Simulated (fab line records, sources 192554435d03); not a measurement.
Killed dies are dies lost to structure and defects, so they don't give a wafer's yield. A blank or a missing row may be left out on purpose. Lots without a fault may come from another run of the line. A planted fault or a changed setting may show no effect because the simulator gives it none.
Split-lot experiment | flow n5_finfet | 7 lots, 39 wafers read, on a route of 1938 steps

THE SPLIT
At N5_WELL_APT_EXPOSE_05 (exposes mask NWELL, defocus 0 nm, target cd 200 nm), the setting dose_mj was moved away from the recipe's 20.3 on 15 of the 39 wafers read, by -6.4% to +3.9%. The other wafers ran this setting at the recipe's value.

FROM THE SPLIT TO THE READING: what the file shows between them, 3 steps
- N5_WELL_APT_PEB_06: peb time 90 s
- N5_WELL_APT_DEVELOP_07: develop time 45 s
- N5_WELL_APT_HARDBAKE_12: time 120 s

THE READING
cd_nm, in nm, at N5_WELL_APT_CD_MEAS_08 (target cd 200 nm). Fault-free wafers of this fab line usually give 200.2 nm, standard deviation 2 nm.

wafer  | tool, chamber at the split | dose_mj as run | against the recipe | cd_nm, nm | against lot-mates on the recipe
L078.2 | krf_scanner-01, 0          | 20.3           | recipe             | 199.4     | -
L078.4 | krf_scanner-01, 0          | 20.3           | recipe             | 199.9     | -
L078.5 | krf_scanner-01, 0          | 20.3           | recipe             | 202.0     | -
L080.1 | krf_scanner-02, 0          | 20.3           | recipe             | 200.6     | -
L080.2 | krf_scanner-02, 0          | 21.09          | +3.9%              | 204.5     | +5.0
L080.3 | krf_scanner-02, 0          | 21.09          | +3.9%              | 204.2     | +4.7
L080.4 | krf_scanner-02, 0          | 20.3           | recipe             | 197.9     | -
L080.5 | krf_scanner-02, 0          | 21.09          | +3.9%              | 208.5     | +9.0
L080.6 | krf_scanner-02, 0          | 20.3           | recipe             | 199.9     | -
L082.1 | krf_scanner-01, 0          | 19.01          | -6.4%              | 190.4     | -10.0
L082.2 | krf_scanner-01, 0          | 20.3           | recipe             | 199.8     | -
L082.3 | krf_scanner-01, 0          | 19.01          | -6.4%              | 190.8     | -9.6
L082.4 | krf_scanner-01, 0          | 20.3           | recipe             | 200.9     | -
L082.5 | krf_scanner-01, 0          | 19.01          | -6.4%              | 191.6     | -8.8
L082.6 | krf_scanner-01, 0          | 20.3           | recipe             | 200.5     | -
L083.1 | krf_scanner-02, 0          | 19.6           | -3.4%              | 193.8     | -5.0
L083.2 | krf_scanner-02, 0          | 20.3           | recipe             | 198.1     | -
L083.3 | krf_scanner-02, 0          | 19.6           | -3.4%              | 191.0     | -7.8
L083.4 | krf_scanner-02, 0          | 20.3           | recipe             | 198.5     | -
L083.5 | krf_scanner-02, 0          | 19.6           | -3.4%              | 195.5     | -3.3
L083.6 | krf_scanner-02, 0          | 20.3           | recipe             | 199.9     | -
L084.1 | krf_scanner-01, 0          | 20.82          | +2.6%              | 200.6     | +3.5
L084.2 | krf_scanner-01, 0          | 20.3           | recipe             | 196.5     | -
L084.3 | krf_scanner-01, 0          | 20.82          | +2.6%              | 200.1     | +3.0
L084.4 | krf_scanner-01, 0          | 20.3           | recipe             | 195.8     | -
L084.5 | krf_scanner-01, 0          | 20.82          | +2.6%              | 199.6     | +2.5
L084.6 | krf_scanner-01, 0          | 20.3           | recipe             | 199.1     | -
L087.1 | krf_scanner-01, 0          | 20.3           | recipe             | 200.4     | -
L087.2 | krf_scanner-01, 0          | 20.3           | recipe             | 200.0     | -
L087.3 | krf_scanner-01, 0          | 20.3           | recipe             | 196.9     | -
L087.4 | krf_scanner-01, 0          | 20.3           | recipe             | 200.8     | -
L087.5 | krf_scanner-01, 0          | 20.3           | recipe             | 198.1     | -
L087.6 | krf_scanner-01, 0          | 20.3           | recipe             | 199.8     | -
L093.1 | krf_scanner-02, 0          | 20.3           | recipe             | 196.7     | -
L093.2 | krf_scanner-02, 0          | 20.3           | recipe             | 195.9     | -
L093.3 | krf_scanner-02, 0          | 19.57          | -3.6%              | 191.1     | -6.1
L093.4 | krf_scanner-02, 0          | 19.57          | -3.6%              | 194.3     | -2.9
L093.5 | krf_scanner-02, 0          | 19.57          | -3.6%              | 192.7     | -4.5
L093.6 | krf_scanner-02, 0          | 20.3           | recipe             | 199.1     | -

THE FIT
A straight line over all 39 wafers: cd_nm changes by +1.39 nm for each +1% of dose_mj; r = +0.89; the points scatter about the line by 1.8 nm.
The same after taking each lot's own level away (the mean of its wafers on the recipe; 39 wafers): +1.46 nm for each +1%; r = +0.94; scatter 1.3 nm.
On that fit, the largest move of dose_mj shifts the reading by 9.3 nm.
The lots' own levels span 197.13 to 200.43 nm, that is 1.6 times the standard deviation above.
So the lot-to-lot level changes the slope little: the two slopes agree.
Check: with one of the wafers moved furthest among these (-6.4%) left out of the fit, the line predicts -9.15 nm for it against its lot-mates. It came out at -10 nm against them.

THE WHOLE CHAIN: every reading that the file lists as answering this split, in the file's order
step                   | what it does             | reading                                                         | change (the file's fit)              | r (the file's)
N5_WELL_APT_CD_MEAS_08 | target cd 200 nm         | cd_nm                                                           | +1.46 nm for each +1% of the setting | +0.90
N5_WELL_APT_DESCUM_13  | chemistry O2, time 7.9 s | WELL_APT.cd_nm (the simulator's own value, which no gauge read) | +1.48 nm for each +1% of the setting | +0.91

THE FILE'S OWN FIT
cd_nm changes by +1.46 nm for each +1% of dose_mj, r = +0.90.
